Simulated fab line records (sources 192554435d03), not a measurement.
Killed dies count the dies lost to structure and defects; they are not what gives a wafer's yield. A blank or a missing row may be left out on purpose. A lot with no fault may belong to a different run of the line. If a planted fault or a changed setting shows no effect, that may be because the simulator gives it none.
Which tool was responsible? :: flow n5-finfet :: 24 lots, 72 wafers sampled, at 6 steps of a route of 1938

== WHAT THE GAUGES SHOWED, per wafer ==
N5_BEOL_M11_CD_MEAS_18: pitch 140 nm, target cd 70 nm.
lot: L076
measured: day 12 07:41
on: cd-sem-02
cd-nm (nm): 69.6 70.3 68.8

lot: L074
measured: day 12 09:44
on: cd-sem-03
cd-nm (nm): 69.5 69.9 69.3

lot: L075
measured: day 12 09:55
on: cd-sem-02
cd-nm (nm): 69.4 70.1 69.9

lot: L077
measured: day 12 15:45
on: cd-sem-02
cd-nm (nm): 69.8 69.7 68.2

lot: L078
measured: day 12 23:59
on: cd-sem-03
cd-nm (nm): 69.4 71.0 69.3

lot: L079
measured: day 13 10:37
on: cd-sem-03
cd-nm (nm): 69.3 69.2 68.5

lot: L081
measured: day 13 12:44
on: cd-sem-01
cd-nm (nm): 69.1 69.4 68.6

lot: L080
measured: day 13 13:16
on: cd-sem-03
cd-nm (nm): 69.0 70.4 68.1

lot: L085
measured: day 13 23:25
on: cd-sem-03
cd-nm (nm): 69.2 69.4 70.7

lot: L082
measured: day 13 23:28
on: cd-sem-01
cd-nm (nm): 70.8 70.7 70.1

lot: L083
measured: day 14 04:42
on: cd-sem-02
cd-nm (nm): 70.4 70.0 68.4

lot: L084
measured: day 14 18:50
on: cd-sem-02
cd-nm (nm): 70.1 69.9 69.0

lot: L087
measured: day 15 01:01
on: cd-sem-03
cd-nm (nm): 69.0 70.1 68.8

lot: L089
measured: day 15 04:27
on: cd-sem-01
cd-nm (nm): 71.2 69.8 69.1

lot: L086
measured: day 15 04:42
on: cd-sem-02
cd-nm (nm): 70.3 71.6 69.7

lot: L088
measured: day 15 16:03
on: cd-sem-03
cd-nm (nm): 69.9 69.7 69.7

lot: L090
measured: day 15 17:42
on: cd-sem-01
cd-nm (nm): 69.0 70.3 71.3

lot: L092
measured: day 16 18:50
on: cd-sem-01
cd-nm (nm): 69.6 69.4 68.4

lot: L091
measured: day 16 18:59
on: cd-sem-03
cd-nm (nm): 70.9 69.7 70.5

lot: L094
measured: day 17 02:16
on: cd-sem-01
cd-nm (nm): 70.0 68.8 69.7

lot: L095
measured: day 17 03:23
on: cd-sem-01
cd-nm (nm): 70.1 69.6 69.7

lot: L096
measured: day 17 03:33
on: cd-sem-03
cd-nm (nm): 70.3 68.2 68.3

lot: L093
measured: day 17 05:24
on: cd-sem-02
cd-nm (nm): 69.5 68.8 70.2

lot: L097
measured: day 17 18:20
on: cd-sem-02
cd-nm (nm): 69.6 69.2 69.0

N5_BEOL_M11_CD_MEAS_28: target cd 70 nm.
lot: L076
measured: day 12 07:58
on: cd-sem-01
cd-nm (nm): 71.1 70.5 71.6

lot: L074
measured: day 12 13:14
on: cd-sem-03
cd-nm (nm): 68.7 69.1 69.6

lot: L075
measured: day 12 13:04
on: cd-sem-03
cd-nm (nm): 69.1 70.1 70.3

lot: L077
measured: day 12 17:04
on: cd-sem-03
cd-nm (nm): 69.4 71.0 70.8

lot: L078
measured: day 13 00:32
on: cd-sem-02
cd-nm (nm): 70.6 70.6 70.3

lot: L079
measured: day 13 13:41
on: cd-sem-01
cd-nm (nm): 69.0 69.7 67.7

lot: L081
measured: day 13 13:32
on: cd-sem-03
cd-nm (nm): 69.7 70.1 70.2

lot: L080
measured: day 13 13:55
on: cd-sem-01
cd-nm (nm): 68.7 68.6 67.4

lot: L085
measured: day 14 02:28
on: cd-sem-02
cd-nm (nm): 70.9 71.3 71.1

lot: L082
measured: day 14 02:38
on: cd-sem-03
cd-nm (nm): 68.9 68.6 70.9

lot: L083
measured: day 14 08:31
on: cd-sem-02
cd-nm (nm): 71.1 72.0 71.2

lot: L084
measured: day 14 20:44
on: cd-sem-03
cd-nm (nm): 71.2 69.5 70.8

lot: L087
measured: day 15 02:21
on: cd-sem-02
cd-nm (nm): 71.5 70.5 70.6

lot: L089
measured: day 15 04:57
on: cd-sem-01
cd-nm (nm): 68.1 68.4 68.6

lot: L086
measured: day 15 05:13
on: cd-sem-03
cd-nm (nm): 70.0 70.5 70.2

lot: L088
measured: day 15 22:42
on: cd-sem-01
cd-nm (nm): 69.5 71.0 70.4

lot: L090
measured: day 15 22:32
on: cd-sem-01
cd-nm (nm): 70.6 69.7 69.8

lot: L092
measured: day 16 21:18
on: cd-sem-01
cd-nm (nm): 70.4 70.9 70.4

lot: L091
measured: day 16 21:28
on: cd-sem-01
cd-nm (nm): 68.1 69.7 68.9

lot: L094
measured: day 17 03:55
on: cd-sem-01
cd-nm (nm): 68.0 68.4 69.4

lot: L095
measured: day 17 03:45
on: cd-sem-03
cd-nm (nm): 69.5 69.5 68.5

lot: L096
measured: day 17 04:05
on: cd-sem-02
cd-nm (nm): 69.4 68.8 69.7

lot: L093
measured: day 17 05:41
on: cd-sem-03
cd-nm (nm): 71.0 71.9 72.5

lot: L097
measured: day 17 21:11
on: cd-sem-03
cd-nm (nm): 69.1 70.6 70.7

N5_BEOL_M12_THK_MEAS_50: measures by xrf.
lot: L076
measured: day 12 18:49
on: film-metro-01
M12_THK (nm): 325 325 326

lot: L074
measured: day 12 21:46
on: film-metro-02
M12_THK (nm): 325 328 326

lot: L075
measured: day 12 20:33
on: film-metro-02
M12_THK (nm): 328 331 331

lot: L077
measured: day 13 01:13
on: film-metro-01
M12_THK (nm): 319 320 317

lot: L078
measured: day 13 09:08
on: film-metro-01
M12_THK (nm): 313 321 312

lot: L079
measured: day 14 01:06
on: film-metro-02
M12_THK (nm): 322 326 325

lot: L081
measured: day 13 22:54
on: film-metro-01
M12_THK (nm): 321 322 324

lot: L080
measured: day 14 01:10
on: film-metro-01
M12_THK (nm): 323 327 325

lot: L085
measured: day 14 13:41
on: film-metro-02
M12_THK (nm): 322 323 321

lot: L082
measured: day 14 14:26
on: film-metro-01
M12_THK (nm): 321 320 321

lot: L083
measured: day 14 19:19
on: film-metro-02
M12_THK (nm): 323 317 321

lot: L084
measured: day 15 04:16
on: film-metro-01
M12_THK (nm): 314 318 316

lot: L087
measured: day 15 09:31
on: film-metro-01
M12_THK (nm): 317 317 312

lot: L089
measured: day 15 14:02
on: film-metro-01
M12_THK (nm): 312 313 314

lot: L086
measured: day 15 15:20
on: film-metro-01
M12_THK (nm): 321 324 321

lot: L088
measured: day 16 10:41
on: film-metro-02
M12_THK (nm): 321 326 324

lot: L090
measured: day 16 10:25
on: film-metro-02
M12_THK (nm): 329 332 326

lot: L092
measured: day 17 05:50
on: film-metro-01
M12_THK (nm): 317 320 317

lot: L091
measured: day 17 06:05
on: film-metro-01
M12_THK (nm): 323 325 316

lot: L094
measured: day 17 13:13
on: film-metro-02
M12_THK (nm): 322 323 321

lot: L095
measured: day 17 11:43
on: film-metro-01
M12_THK (nm): 318 325 323

lot: L096
measured: day 17 14:14
on: film-metro-01
M12_THK (nm): 314 313 316

lot: L093
measured: day 17 14:42
on: film-metro-01
M12_THK (nm): 318 316 319

lot: L097
measured: day 18 07:00
on: film-metro-01
M12_THK (nm): 318 318 321

== TOOL THAT RAN EACH LOT (tool first, then ch and the chambers of the sampled wafers, then the start) ==
lot: L076
N5_BEOL_M11_STRIP_19: rie-diel-02 ch 1,3, day 12 07:37
N5_BEOL_M11_ETCH_65: rie-diel-04 ch 0,1, day 12 08:05
N5_BEOL_M11_DEGAS_44: pvd-sputter-01, day 12 09:11

lot: L074
N5_BEOL_M11_STRIP_19: rie-diel-04 ch 1,2,3, day 12 09:40
N5_BEOL_M11_ETCH_65: rie-diel-04 ch 1,2, day 12 13:31
N5_BEOL_M11_DEGAS_44: pvd-sputter-02, day 12 14:29

lot: L075
N5_BEOL_M11_STRIP_19: rie-diel-04 ch 0,1,3, day 12 09:51
N5_BEOL_M11_ETCH_65: rie-diel-02 ch 0,1,2, day 12 13:11
N5_BEOL_M11_DEGAS_44: pvd-sputter-02, day 12 14:10

lot: L077
N5_BEOL_M11_STRIP_19: rie-diel-06 ch 0,3, day 12 15:41
N5_BEOL_M11_ETCH_65: rie-diel-06 ch 0,1, day 12 17:11
N5_BEOL_M11_DEGAS_44: pvd-sputter-03, day 12 18:11

lot: L078
N5_BEOL_M11_STRIP_19: rie-diel-04 ch 1,2,3, day 12 23:55
N5_BEOL_M11_ETCH_65: rie-diel-06 ch 1,2,3, day 13 00:40
N5_BEOL_M11_DEGAS_44: pvd-sputter-01, day 13 02:01

lot: L079
N5_BEOL_M11_STRIP_19: rie-diel-04 ch 0,1, day 13 10:32
N5_BEOL_M11_ETCH_65: rie-diel-06 ch 0,2,3, day 13 13:50
N5_BEOL_M11_DEGAS_44: pvd-sputter-01, day 13 14:59

lot: L081
N5_BEOL_M11_STRIP_19: rie-diel-04 ch 1,2, day 13 12:40
N5_BEOL_M11_ETCH_65: rie-diel-02 ch 2,3, day 13 13:39
N5_BEOL_M11_DEGAS_44: pvd-sputter-03, day 13 14:54

lot: L080
N5_BEOL_M11_STRIP_19: rie-diel-06 ch 1,2,3, day 13 13:11
N5_BEOL_M11_ETCH_65: rie-diel-04 ch 0,1, day 13 14:02
N5_BEOL_M11_DEGAS_44: pvd-sputter-01, day 13 15:17

lot: L085
N5_BEOL_M11_STRIP_19: rie-diel-04 ch 1,2, day 13 23:21
N5_BEOL_M11_ETCH_65: rie-diel-02 ch 0,1,3, day 14 02:35
N5_BEOL_M11_DEGAS_44: pvd-sputter-03, day 14 03:47

lot: L082
N5_BEOL_M11_STRIP_19: rie-diel-04 ch 0,1, day 13 23:24
N5_BEOL_M11_ETCH_65: rie-diel-04 ch 0,2,3, day 14 02:46
N5_BEOL_M11_DEGAS_44: pvd-sputter-02, day 14 04:29

lot: L083
N5_BEOL_M11_STRIP_19: rie-diel-06 ch 0,1, day 14 04:38
N5_BEOL_M11_ETCH_65: rie-diel-02 ch 0,1,2, day 14 08:56
N5_BEOL_M11_DEGAS_44: pvd-sputter-01, day 14 10:08

lot: L084
N5_BEOL_M11_STRIP_19: rie-diel-02 ch 0,3, day 14 18:46
N5_BEOL_M11_ETCH_65: rie-diel-02 ch 1,2, day 14 20:52
N5_BEOL_M11_DEGAS_44: pvd-sputter-03, day 14 22:23

lot: L087
N5_BEOL_M11_STRIP_19: rie-diel-02 ch 0,1,3, day 15 00:56
N5_BEOL_M11_ETCH_65: rie-diel-06 ch 0,3, day 15 02:28
N5_BEOL_M11_DEGAS_44: pvd-sputter-01, day 15 03:38

lot: L089
N5_BEOL_M11_STRIP_19: rie-diel-06 ch 0,1,3, day 15 04:23
N5_BEOL_M11_ETCH_65: rie-diel-02 ch 0,1,3, day 15 05:09
N5_BEOL_M11_DEGAS_44: pvd-sputter-01, day 15 06:47

lot: L086
N5_BEOL_M11_STRIP_19: rie-diel-02 ch 0,1, day 15 04:38
N5_BEOL_M11_ETCH_65: rie-diel-04 ch 0,2,3, day 15 05:20
N5_BEOL_M11_DEGAS_44: pvd-sputter-03, day 15 06:58

lot: L088
N5_BEOL_M11_STRIP_19: rie-diel-06 ch 0,1,2, day 15 15:59
N5_BEOL_M11_ETCH_65: rie-diel-06 ch 0,1, day 15 23:13
N5_BEOL_M11_DEGAS_44: pvd-sputter-02, day 16 02:11

lot: L090
N5_BEOL_M11_STRIP_19: rie-diel-04 ch 0,3, day 15 17:38
N5_BEOL_M11_ETCH_65: rie-diel-02 ch 0,1,3, day 15 23:07
N5_BEOL_M11_DEGAS_44: pvd-sputter-03, day 16 02:11

lot: L092
N5_BEOL_M11_STRIP_19: rie-diel-02 ch 0,3, day 16 18:46
N5_BEOL_M11_ETCH_65: rie-diel-02 ch 0,1,2, day 16 21:27
N5_BEOL_M11_DEGAS_44: pvd-sputter-03, day 16 22:32

lot: L091
N5_BEOL_M11_STRIP_19: rie-diel-02 ch 0,1,2, day 16 18:55
N5_BEOL_M11_ETCH_65: rie-diel-06 ch 2,3, day 16 21:35
N5_BEOL_M11_DEGAS_44: pvd-sputter-03, day 16 22:53

lot: L094
N5_BEOL_M11_STRIP_19: rie-diel-04 ch 0,1,2, day 17 02:12
N5_BEOL_M11_ETCH_65: rie-diel-04 ch 0,1, day 17 04:02
N5_BEOL_M11_DEGAS_44: pvd-sputter-01, day 17 05:13

lot: L095
N5_BEOL_M11_STRIP_19: rie-diel-02 ch 1,2,3, day 17 03:19
N5_BEOL_M11_ETCH_65: rie-diel-06 ch 0,3, day 17 03:52
N5_BEOL_M11_DEGAS_44: pvd-sputter-02, day 17 04:55

lot: L096
N5_BEOL_M11_STRIP_19: rie-diel-02 ch 0,1,3, day 17 03:29
N5_BEOL_M11_ETCH_65: rie-diel-02 ch 0,1,3, day 17 04:27
N5_BEOL_M11_DEGAS_44: pvd-sputter-01, day 17 05:49

lot: L093
N5_BEOL_M11_STRIP_19: rie-diel-06 ch 0,3, day 17 05:19
N5_BEOL_M11_ETCH_65: rie-diel-02 ch 0,1,2, day 17 05:48
N5_BEOL_M11_DEGAS_44: pvd-sputter-01, day 17 07:07

lot: L097
N5_BEOL_M11_STRIP_19: rie-diel-04 ch 0,1,3, day 17 18:16
N5_BEOL_M11_ETCH_65: rie-diel-04 ch 0,1, day 17 21:18
N5_BEOL_M11_DEGAS_44: pvd-sputter-01, day 17 22:28
- N5_BEOL_M11_STRIP_19: strips in O2.
- N5_BEOL_M11_ETCH_65: etches SiARC in CF4, target depth 39 nm, time 65 s.
- N5_BEOL_M11_DEGAS_44: time 60 s.

== WHAT THE TOOLS THEMSELVES READ (means of the sampled wafers that have a number; where no wafer has one, the mark that the record gives instead) ==
N5_BEOL_M11_STRIP_19.
lot: L076
tool: rie-diel-02
drypump-motor-current-A (A): 6.5
oes-product-au (a.u.): 0.75
rf-vpp-V (V): 4.3
showerhead-plenum-p-Torr (Torr): 2.12
throttle-valve-pct (%): 16.63

lot: L074
tool: rie-diel-04
drypump-motor-current-A (A): 5.3
oes-product-au (a.u.): 0.75
rf-vpp-V (V): 4.1
showerhead-plenum-p-Torr (Torr): 2.05
throttle-valve-pct (%): 16.82

lot: L075
tool: rie-diel-04
drypump-motor-current-A (A): 5.6
oes-product-au (a.u.): 0.83
rf-vpp-V (V): 4.1
showerhead-plenum-p-Torr (Torr): 2.06
throttle-valve-pct (%): 16.73

lot: L077
tool: rie-diel-06
drypump-motor-current-A (A): 6.0
oes-product-au (a.u.): 0.82
rf-vpp-V (V): 4.0
showerhead-plenum-p-Torr (Torr): 2.12
throttle-valve-pct (%): 16.62

lot: L078
tool: rie-diel-04
drypump-motor-current-A (A): 5.3
oes-product-au (a.u.): 0.76
rf-vpp-V (V): 4.6
showerhead-plenum-p-Torr (Torr): 2.05
throttle-valve-pct (%): 16.83

lot: L079
tool: rie-diel-04
drypump-motor-current-A (A): 5.4
oes-product-au (a.u.): 0.84
rf-vpp-V (V): 4.2
showerhead-plenum-p-Torr (Torr): 2.09
throttle-valve-pct (%): 16.72

lot: L081
tool: rie-diel-04
drypump-motor-current-A (A): 5.1
oes-product-au (a.u.): 0.77
rf-vpp-V (V): 3.1
showerhead-plenum-p-Torr (Torr): 2.08
throttle-valve-pct (%): 16.80

lot: L080
tool: rie-diel-06
drypump-motor-current-A (A): 5.5
oes-product-au (a.u.): 0.71
rf-vpp-V (V): 3.7
showerhead-plenum-p-Torr (Torr): 2.08
throttle-valve-pct (%): 16.88

lot: L085
tool: rie-diel-04
drypump-motor-current-A (A): 5.1
oes-product-au (a.u.): 0.77
rf-vpp-V (V): 3.5
showerhead-plenum-p-Torr (Torr): 2.08
throttle-valve-pct (%): 16.82

lot: L082
tool: rie-diel-04
drypump-motor-current-A (A): 5.4
oes-product-au (a.u.): 0.83
rf-vpp-V (V): 3.6
showerhead-plenum-p-Torr (Torr): 2.09
throttle-valve-pct (%): 16.71

lot: L083
tool: rie-diel-06
drypump-motor-current-A (A): 6.2
oes-product-au (a.u.): 0.74
rf-vpp-V (V): 4.1
showerhead-plenum-p-Torr (Torr): 2.15
throttle-valve-pct (%): 16.90

lot: L084
tool: rie-diel-02
drypump-motor-current-A (A): 6.3
oes-product-au (a.u.): 0.78
rf-vpp-V (V): 3.5
showerhead-plenum-p-Torr (Torr): 2.05
throttle-valve-pct (%): 16.90

lot: L087
tool: rie-diel-02
drypump-motor-current-A (A): 6.2
oes-product-au (a.u.): 0.75
rf-vpp-V (V): 3.3
showerhead-plenum-p-Torr (Torr): 2.10
throttle-valve-pct (%): 16.69

lot: L089
tool: rie-diel-06
drypump-motor-current-A (A): 5.8
oes-product-au (a.u.): 0.74
rf-vpp-V (V): 3.6
showerhead-plenum-p-Torr (Torr): 2.12
throttle-valve-pct (%): 16.82

lot: L086
tool: rie-diel-02
drypump-motor-current-A (A): 5.7
oes-product-au (a.u.): 0.77
rf-vpp-V (V): 3.5
showerhead-plenum-p-Torr (Torr): 2.13
throttle-valve-pct (%): 16.51

lot: L088
tool: rie-diel-06
drypump-motor-current-A (A): 6.1
oes-product-au (a.u.): 0.74
rf-vpp-V (V): 3.7
showerhead-plenum-p-Torr (Torr): 2.09
throttle-valve-pct (%): 16.85

lot: L090
tool: rie-diel-04
drypump-motor-current-A (A): 5.7
oes-product-au (a.u.): 0.78
rf-vpp-V (V): 3.8
showerhead-plenum-p-Torr (Torr): 2.02
throttle-valve-pct (%): 16.80

lot: L092
tool: rie-diel-02
drypump-motor-current-A (A): 6.3
oes-product-au (a.u.): 0.77
rf-vpp-V (V): 3.6
showerhead-plenum-p-Torr (Torr): 2.05
throttle-valve-pct (%): 16.92

lot: L091
tool: rie-diel-02
drypump-motor-current-A (A): 6.1
oes-product-au (a.u.): 0.75
rf-vpp-V (V): 3.8
showerhead-plenum-p-Torr (Torr): 2.09
throttle-valve-pct (%): 16.57

lot: L094
tool: rie-diel-04
drypump-motor-current-A (A): 5.4
oes-product-au (a.u.): 0.86
rf-vpp-V (V): 3.9
showerhead-plenum-p-Torr (Torr): 2.13
throttle-valve-pct (%): 16.64

lot: L095
tool: rie-diel-02
drypump-motor-current-A (A): 6.6
oes-product-au (a.u.): 0.73
rf-vpp-V (V): 3.5
showerhead-plenum-p-Torr (Torr): 2.06
throttle-valve-pct (%): 16.75

lot: L096
tool: rie-diel-02
drypump-motor-current-A (A): 6.2
oes-product-au (a.u.): 0.75
rf-vpp-V (V): 3.1
showerhead-plenum-p-Torr (Torr): 2.09
throttle-valve-pct (%): 16.72

lot: L093
tool: rie-diel-06
drypump-motor-current-A (A): 5.9
oes-product-au (a.u.): 0.78
rf-vpp-V (V): 4.0
showerhead-plenum-p-Torr (Torr): 2.11
throttle-valve-pct (%): 16.69

lot: L097
tool: rie-diel-04
drypump-motor-current-A (A): 5.6
oes-product-au (a.u.): 0.78
rf-vpp-V (V): 3.2
showerhead-plenum-p-Torr (Torr): 2.05
throttle-valve-pct (%): 16.78

N5_BEOL_M11_ETCH_65.
lot: L076
tool: rie-diel-04
drypump-motor-current-A (A): 5.4
etch-rf-on-time-s (s): 63.9
oes-product-au (a.u.): 0.73
rf-vpp-V (V): 184.3
showerhead-plenum-p-Torr (Torr): 2.14
throttle-valve-pct (%): 15.60

lot: L074
tool: rie-diel-04
drypump-motor-current-A (A): 5.1
etch-rf-on-time-s (s): 64.6
oes-product-au (a.u.): 0.67
rf-vpp-V (V): 183.6
showerhead-plenum-p-Torr (Torr): 2.11
throttle-valve-pct (%): 15.65

lot: L075
tool: rie-diel-02
drypump-motor-current-A (A): 6.1
etch-rf-on-time-s (s): 65.2
oes-product-au (a.u.): 0.66
rf-vpp-V (V): 183.7
showerhead-plenum-p-Torr (Torr): 2.15
throttle-valve-pct (%): 15.42

lot: L077
tool: rie-diel-06
drypump-motor-current-A (A): 6.3
etch-rf-on-time-s (s): 64.5
oes-product-au (a.u.): 0.70
rf-vpp-V (V): 184.9
showerhead-plenum-p-Torr (Torr): 2.18
throttle-valve-pct (%): 15.62

lot: L078
tool: rie-diel-06
drypump-motor-current-A (A): 5.5
etch-rf-on-time-s (s): 65.9
oes-product-au (a.u.): 0.61
rf-vpp-V (V): 184.0
showerhead-plenum-p-Torr (Torr): 2.12
throttle-valve-pct (%): 15.85

lot: L079
tool: rie-diel-06
drypump-motor-current-A (A): 5.7
etch-rf-on-time-s (s): 64.8
oes-product-au (a.u.): 0.66
rf-vpp-V (V): 183.0
showerhead-plenum-p-Torr (Torr): 2.11
throttle-valve-pct (%): 15.69

lot: L081
tool: rie-diel-02
drypump-motor-current-A (A): 6.7
etch-rf-on-time-s (s): 64.9
oes-product-au (a.u.): 0.67
rf-vpp-V (V): 182.4
showerhead-plenum-p-Torr (Torr): 2.07
throttle-valve-pct (%): 15.81

lot: L080
tool: rie-diel-04
drypump-motor-current-A (A): 5.7
etch-rf-on-time-s (s): 63.3
oes-product-au (a.u.): 0.74
rf-vpp-V (V): 184.5
showerhead-plenum-p-Torr (Torr): 2.12
throttle-valve-pct (%): 15.61

lot: L085
tool: rie-diel-02
drypump-motor-current-A (A): 6.2
etch-rf-on-time-s (s): 64.3
oes-product-au (a.u.): 0.67
rf-vpp-V (V): 185.3
showerhead-plenum-p-Torr (Torr): 2.14
throttle-valve-pct (%): 15.58

lot: L082
tool: rie-diel-04
drypump-motor-current-A (A): 5.6
etch-rf-on-time-s (s): 66.2
oes-product-au (a.u.): 0.65
rf-vpp-V (V): 183.5
showerhead-plenum-p-Torr (Torr): 2.06
throttle-valve-pct (%): 15.73

lot: L083
tool: rie-diel-02
drypump-motor-current-A (A): 6.1
etch-rf-on-time-s (s): 65.7
oes-product-au (a.u.): 0.65
rf-vpp-V (V): 184.2
showerhead-plenum-p-Torr (Torr): 2.14
throttle-valve-pct (%): 15.44

lot: L084
tool: rie-diel-02
drypump-motor-current-A (A): 6.4
etch-rf-on-time-s (s): 64.4
oes-product-au (a.u.): 0.62
rf-vpp-V (V): 185.0
showerhead-plenum-p-Torr (Torr): 2.16
throttle-valve-pct (%): 15.45

lot: L087
tool: rie-diel-06
drypump-motor-current-A (A): 5.4
etch-rf-on-time-s (s): 67.0
oes-product-au (a.u.): 0.63
rf-vpp-V (V): 183.6
showerhead-plenum-p-Torr (Torr): 2.14
throttle-valve-pct (%): 15.69

lot: L089
tool: rie-diel-02
drypump-motor-current-A (A): 6.2
etch-rf-on-time-s (s): 64.8
oes-product-au (a.u.): 0.65
rf-vpp-V (V): 184.0
showerhead-plenum-p-Torr (Torr): 2.13
throttle-valve-pct (%): 15.62

lot: L086
tool: rie-diel-04
drypump-motor-current-A (A): 5.6
etch-rf-on-time-s (s): 65.8
oes-product-au (a.u.): 0.65
rf-vpp-V (V): 183.1
showerhead-plenum-p-Torr (Torr): 2.06
throttle-valve-pct (%): 15.75

lot: L088
tool: rie-diel-06
drypump-motor-current-A (A): 6.2
etch-rf-on-time-s (s): 65.4
oes-product-au (a.u.): 0.62
rf-vpp-V (V): 184.7
showerhead-plenum-p-Torr (Torr): 2.18
throttle-valve-pct (%): 15.85

lot: L090
tool: rie-diel-02
drypump-motor-current-A (A): 6.2
etch-rf-on-time-s (s): 64.0
oes-product-au (a.u.): 0.65
rf-vpp-V (V): 184.6
showerhead-plenum-p-Torr (Torr): 2.13
throttle-valve-pct (%): 15.62

lot: L092
tool: rie-diel-02
drypump-motor-current-A (A): 6.1
etch-rf-on-time-s (s): 65.8
oes-product-au (a.u.): 0.64
rf-vpp-V (V): 183.9
showerhead-plenum-p-Torr (Torr): 2.13
throttle-valve-pct (%): 15.47

lot: L091
tool: rie-diel-06
drypump-motor-current-A (A): 5.4
etch-rf-on-time-s (s): 66.2
oes-product-au (a.u.): 0.61
rf-vpp-V (V): 182.7
showerhead-plenum-p-Torr (Torr): 2.07
throttle-valve-pct (%): 15.84

lot: L094
tool: rie-diel-04
drypump-motor-current-A (A): 5.7
etch-rf-on-time-s (s): 64.7
oes-product-au (a.u.): 0.70
rf-vpp-V (V): 183.2
showerhead-plenum-p-Torr (Torr): 2.11
throttle-valve-pct (%): 15.65

lot: L095
tool: rie-diel-06
drypump-motor-current-A (A): 6.0
etch-rf-on-time-s (s): 66.2
oes-product-au (a.u.): 0.65
rf-vpp-V (V): 183.7
showerhead-plenum-p-Torr (Torr): 2.15
throttle-valve-pct (%): 15.60

lot: L096
tool: rie-diel-02
drypump-motor-current-A (A): 6.2
etch-rf-on-time-s (s): 64.0
oes-product-au (a.u.): 0.64
rf-vpp-V (V): 184.4
showerhead-plenum-p-Torr (Torr): 2.13
throttle-valve-pct (%): 15.65

lot: L093
tool: rie-diel-02
drypump-motor-current-A (A): 6.1
etch-rf-on-time-s (s): 65.4
oes-product-au (a.u.): 0.64
rf-vpp-V (V): 184.6
showerhead-plenum-p-Torr (Torr): 2.13
throttle-valve-pct (%): 15.48

lot: L097
tool: rie-diel-04
drypump-motor-current-A (A): 5.4
etch-rf-on-time-s (s): 63.7
oes-product-au (a.u.): 0.69
rf-vpp-V (V): 183.8
showerhead-plenum-p-Torr (Torr): 2.12
throttle-valve-pct (%): 15.68

N5_BEOL_M11_DEGAS_44.
lot: L076
tool: pvd-sputter-01
heater-power-w (W): 345

lot: L074
tool: pvd-sputter-02
heater-power-w (W): 335

lot: L075
tool: pvd-sputter-02
heater-power-w (W): 314

lot: L077
tool: pvd-sputter-03
heater-power-w (W): 299

lot: L078
tool: pvd-sputter-01
heater-power-w (W): 331

lot: L079
tool: pvd-sputter-01
heater-power-w (W): 312

lot: L081
tool: pvd-sputter-03
heater-power-w (W): 305

lot: L080
tool: pvd-sputter-01
heater-power-w (W): 311

lot: L085
tool: pvd-sputter-03
heater-power-w (W): 311

lot: L082
tool: pvd-sputter-02
heater-power-w (W): 288

lot: L083
tool: pvd-sputter-01
heater-power-w (W): 345

lot: L084
tool: pvd-sputter-03
heater-power-w (W): 318

lot: L087
tool: pvd-sputter-01
heater-power-w (W): 329

lot: L089
tool: pvd-sputter-01
heater-power-w (W): 316

lot: L086
tool: pvd-sputter-03
heater-power-w (W): 318

lot: L088
tool: pvd-sputter-02
heater-power-w (W): 321

lot: L090
tool: pvd-sputter-03
heater-power-w (W): 323

lot: L092
tool: pvd-sputter-03
heater-power-w (W): 315

lot: L091
tool: pvd-sputter-03
heater-power-w (W): 323

lot: L094
tool: pvd-sputter-01
heater-power-w (W): 347

lot: L095
tool: pvd-sputter-02
heater-power-w (W): 320

lot: L096
tool: pvd-sputter-01
heater-power-w (W): 317

lot: L093
tool: pvd-sputter-01
heater-power-w (W): 340

lot: L097
tool: pvd-sputter-01
heater-power-w (W): 308

== THE ANSWER, worked out from the rows above alone ==
Rule: what is usual is taken from the lots themselves. The widest of any qualifying gaps counts: lots, ordered by their means at a reading, are off when they make up no more than a third of the lots, leave a main group of 4 or more, and stand apart from it by 3 or more times the standard deviation of that group's means. Not used: any main group whose means are identical at the precision the tables above print for the reading. A lot without any number at a reading at which 4 lots or more have one is off too. The other lots that the step has rows for count as sound. After the gauges, taken in route order, come the tools' own readings; for these a lot's mean is taken, as printed above. The first step at which some lot is off is used, and at that step the reading that is off furthest; a lot without a number counts as furthest.
No lot is off on any of the readings shown, so nothing can be concluded from this.

== WHAT THE SIMULATOR HAD INSERTED ==
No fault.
